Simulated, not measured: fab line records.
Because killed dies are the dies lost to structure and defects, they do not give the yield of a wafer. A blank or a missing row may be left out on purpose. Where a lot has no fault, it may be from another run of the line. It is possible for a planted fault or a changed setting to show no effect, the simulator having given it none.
Which of the tools did it? || flow nand harc || 18 wafers from 6 lots sampled at 2 of the route's 1302 steps

WHAT EACH GAUGE READ, for each wafer
NHARC_P_ZERO_WELL_CD_MEAS_24 targets a cd of 720 nm.
{"lot": "L703", "measured": "day 4 00:54", "on": "cd sem-01", "cd nm (nm)": "719.9 722.4 721.6"}
{"lot": "L705", "measured": "day 4 20:26", "on": "cd sem-01", "cd nm (nm)": "720.4 720.6 720.2"}
{"lot": "L713", "measured": "day 8 04:35", "on": "cd sem-02", "cd nm (nm)": "718.8 721.0 720.0"}
{"lot": "L716", "measured": "day 9 10:58", "on": "cd sem-01", "cd nm (nm)": "720.0 722.4 720.8"}
{"lot": "L719", "measured": "day 10 16:21", "on": "cd sem-01", "cd nm (nm)": "720.8 719.6 718.2"}
{"lot": "L721", "measured": "day 11 12:29", "on": "cd sem-01", "cd nm (nm)": "718.5 718.9 719.1"}

EACH LOT AND THE TOOL THAT RAN IT (in order: tool; ch and the chambers of the sampled wafers; start)
{"lot": "L703", "NHARC_P_ZERO_WELL_EXPOSE_21": "krf scanner-04 ch 0, day 4 00:45"}
{"lot": "L705", "NHARC_P_ZERO_WELL_EXPOSE_21": "krf scanner-02 ch 0, day 4 20:16"}
{"lot": "L713", "NHARC_P_ZERO_WELL_EXPOSE_21": "krf scanner-01 ch 0, day 8 04:26"}
{"lot": "L716", "NHARC_P_ZERO_WELL_EXPOSE_21": "krf scanner-01 ch 0, day 9 10:48"}
{"lot": "L719", "NHARC_P_ZERO_WELL_EXPOSE_21": "krf scanner-04 ch 0, day 10 16:11"}
{"lot": "L721", "NHARC_P_ZERO_WELL_EXPOSE_21": "krf scanner-02 ch 0, day 11 12:20"}
- NHARC_P_ZERO_WELL_EXPOSE_21: exposes mask P NWELL, target cd 720 nm.

THE ANSWER, worked out from the rows above alone
Rule: what is usual is taken from the lots themselves. The widest of any qualifying gaps counts: lots, ordered by their means at a reading, are off when they make up no more than a third of the lots, leave a main group of 4 or more, and stand apart from it by 3 or more times the standard deviation of that group's means. If all means in a main group match to the digits the tables above print for the reading, that group is not used. Also off: a lot with no number at a reading for which 4 or more lots have one. Any other lot the step has rows for is counted as sound.
No lot is off on any of the readings shown, so nothing can be concluded from this.

WHAT WAS PUT IN BY THE SIMULATOR
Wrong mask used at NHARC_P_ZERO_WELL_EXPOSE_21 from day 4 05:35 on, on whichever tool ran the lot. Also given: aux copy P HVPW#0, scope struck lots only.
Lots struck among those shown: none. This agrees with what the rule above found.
